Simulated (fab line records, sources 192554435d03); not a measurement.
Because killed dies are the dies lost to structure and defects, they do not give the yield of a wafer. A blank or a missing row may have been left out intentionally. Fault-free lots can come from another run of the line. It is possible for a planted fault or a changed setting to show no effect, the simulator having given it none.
Split-lot trial -- flow n5-finfet -- 7 lots, 21 wafers read, on a route of 1938 steps

## ABOUT THE SPLIT
At N5_BEOL_M4_TRENCH_ETCH_37 (etches SiOC in C4F6/O2, target depth 55.555 nm, time 29.2 s), the setting time-s was moved away from the recipe's 29.2 s on 4 of the 21 wafers read, by -14.0% to -6.6%. For the rest of the wafers, this setting stayed at what the recipe calls for.

## FROM THE SPLIT TO THE READING: what the file shows between them, 13 steps
- N5_BEOL_M4_ETCH_41: etches SiCN in CH3F/O2, target depth 29.9 nm, time 52.5 s
- N5_BEOL_M4_STRIP_97: strips in N2/H2, time 10 s
- N5_BEOL_M4_OCD_MEAS_38
- N5_BEOL_M4_HM_STRIP_39: strips TiN in peroxide tin strip, target depth 25 nm, time 158 s
- N5_BEOL_M4_SRD_40: time 30 s
- N5_BEOL_M4_ECD_50: material Cu, target thk 300 nm
- N5_BEOL_M4_ANNEAL_51: time 90 s
- N5_BEOL_M4_CMP_52: polishes, stops on SiOC, t overpolish 6.8 s, target thk 40 nm
- N5_BEOL_M4_THK_MEAS_53: measures by xrf
- N5_BEOL_M4_PRE_CLEAN_60: time 15 s
- N5_BEOL_M4_CO_CAP_55: material Co, precursor CCTBA/H2, target thk 2 nm, time 102.1 s
- N5_BEOL_M4_PRE_CLEAN_56: time 15 s
- N5_BEOL_M4_DEP_57: deposits SiCN from 3MS/NH3, target thk 8 nm, time 14 s

## THE READING
M4_RS, in ohm/sq, at N5_BEOL_M4_RS_MEAS_58 (measures by four-point-probe). Typical for fault-free wafers on this fab line: 0.66 ohm/sq, with standard deviation 0.032 ohm/sq.

wafer,"tool, chamber at the split","time-s as run, s",against the recipe,"M4_RS, ohm/sq",against lot-mates on the recipe
L074.1,"rie-diel-01, 3",29.2,recipe,0.60,-
L074.3,"rie-diel-01, 0",29.2,recipe,0.68,-
L074.5,"rie-diel-01, 2",29.2,recipe,0.61,-
L076.2,"rie-diel-01, 1",29.2,recipe,0.69,-
L076.3,"rie-diel-01, 2",29.2,recipe,0.66,-
L076.5,"rie-diel-01, 1",29.2,recipe,0.63,-
L082.4,"rie-diel-01, 3",29.2,recipe,0.70,-
L082.5,"rie-diel-01, 2",29.2,recipe,0.66,-
L082.6,"rie-diel-01, 1",29.2,recipe,0.66,-
L083.1,"rie-diel-01, 3",29.2,recipe,0.62,-
L083.3,"rie-diel-01, 2",29.2,recipe,0.63,-
L083.5,"rie-diel-01, 2",29.2,recipe,0.62,-
L084.2,"rie-diel-01, 2",29.2,recipe,0.62,-
L084.3,"rie-diel-01, 0",29.2,recipe,0.68,-
L084.4,"rie-diel-01, 3",29.2,recipe,0.66,-
L088.1,"rie-diel-05, 3",29.2,recipe,0.64,-
L088.2,"rie-diel-05, 2",27.26,-6.6%,0.75,+0.11
L088.3,"rie-diel-05, 0",27.26,-6.6%,0.72,+0.08
L090.1,"rie-diel-05, 3",25.11,-14.0%,0.85,+0.23
L090.2,"rie-diel-05, 2",25.11,-14.0%,0.86,+0.24
L090.4,"rie-diel-05, 0",29.2,recipe,0.62,-

THE FIT
A straight line over all 21 wafers: M4_RS changes by -0.0147 ohm/sq for each +1% of time-s; r = -0.92; the points scatter about the line by 0.028 ohm/sq.
The same after taking each lot's own level away (the mean of its wafers on the recipe; 21 wafers): -0.0164 ohm/sq for each +1%; r = -0.96; scatter 0.022 ohm/sq.
The reading moves by 0.23 ohm/sq for the largest change in time-s, on that fit.
From 0.620 to 0.673 ohm/sq: that is the span of the lots' own levels, equal to 1.7 times the standard deviation above.
Thus the slope moves with the lot-to-lot level: the two fits are different.
Check: for one of the wafers moved furthest among these (-14.0%), held out of the fit, the line's prediction against its lot-mates is +0.228 ohm/sq. Against them it came out at +0.23 ohm/sq.

## OTHER SPLITS APPLIED TO THESE WAFERS
Note: prior to the reading, these wafers also went through further splits. Each is held against what the fit with the lots' levels taken away leaves over:
other split on the same wafers,wafers away from the commonest value,r with M4_RS (lot level and that fit taken away)
N5_BEOL_M2_ETCH_69 bias-w,9,-0.03
N5_BEOL_M3_COAT_22 spin-rpm,5,+0.07
N5_BEOL_M3_EXPOSE_25 dose-mj,8,-0.14
N5_BEOL_M4_COAT_05 spin-rpm,8,-0.22
N5_BEOL_M4_ETCH_70 time-s,9,+0.18

## THE WHOLE CHAIN: every reading that the file lists as answering this split, in the file's order
step,what it does,reading,change (the file's fit),r (the file's)
N5_BEOL_M4_TRENCH_ETCH_37,"etches SiOC in C4F6/O2, target depth 55.555 nm, time 29.2 s","etch.depth-nm (the simulator's own value, which no gauge read)",+0.533 nm for each +1% of the setting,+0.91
N5_BEOL_M4_TRENCH_ETCH_37,"etches SiOC in C4F6/O2, target depth 55.555 nm, time 29.2 s","BEOL_M4.feature-depth-nm (the simulator's own value, which no gauge read)",+0.536 nm for each +1% of the setting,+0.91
N5_BEOL_M4_OCD_MEAS_38,,trench-depth-nm,+0.531 nm for each +1% of the setting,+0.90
N5_BEOL_M4_CMP_52,"polishes, stops on SiOC, t overpolish 6.8 s, target thk 40 nm","Cu_of_BEOL_M4_ECD_50.thk-nm (the simulator's own value, which no gauge read)",+0.658 nm for each +1% of the setting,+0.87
N5_BEOL_M4_THK_MEAS_53,measures by xrf,M4_THK,+0.665 for each +1% of the setting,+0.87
N5_BEOL_M4_RS_MEAS_58,measures by four-point-probe,M4_RS,-0.0162 for each +1% of the setting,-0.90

## THE FILE'S OWN FIT
M4_RS changes by -0.0162 ohm/sq for each +1% of time-s, r = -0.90.
